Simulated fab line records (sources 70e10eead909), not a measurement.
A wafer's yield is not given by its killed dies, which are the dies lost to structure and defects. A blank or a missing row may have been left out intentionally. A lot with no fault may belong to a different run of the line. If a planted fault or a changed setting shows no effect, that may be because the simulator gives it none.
Matching of chambers | flow nand-harc | 4 sister chambers for NHARC_P_M0_ETCH_34 on rie-diel-01
The step etches the open film in N2/H2, target depth 40 nm, overetch 12 nm, time 43.94 s. 4 wafers are shown with their chamber, then 8 later ones without.

WAFERS, EACH WITH ITS CHAMBER
wafer  | chamber | showerhead-plenum-p-Torr (Torr)
L986.2 | 2       | 2.03
L986.3 | 1       | 2.15
L986.4 | 0       | 2.19
L987.2 | 3       | 1.97

WAFERS WITH NO CHAMBER GIVEN
wafer  | showerhead-plenum-p-Torr (Torr)
L987.4 | 2.15
L987.6 | 2.03
L992.1 | 2.15
L992.2 | 1.97
L992.4 | 2.03
L100.2 | 1.96
L100.4 | 2.18
L100.6 | 2.18

THE CHAMBER EACH PASSED THROUGH
wafer  | from the rows above | in truth
L987.4 | 1                   | 1
L987.6 | 2                   | 2
L992.1 | 1                   | 1
L992.2 | 3                   | 3
L992.4 | 2                   | 2
L100.2 | 3                   | 3
L100.4 | 0                   | 0
L100.6 | 0                   | 0
8 of 8 placed correctly. Number that these rows cannot place: 0. Wrongly placed: 0.
How it was worked out, from the rows above alone: a wafer's distance from a chamber is the root of the sum, over the readings, of the square of ((its reading less the chamber's mean) divided by the reading's scatter). The wafer belongs to the nearest chamber; if the next one is less than 2 further off, it can't be placed. The mean given for a chamber averages the wafers shown for that chamber. The scatter: root of mean squared gap, hidden wafer to nearest shown wafer, with one shown wafer a chamber.
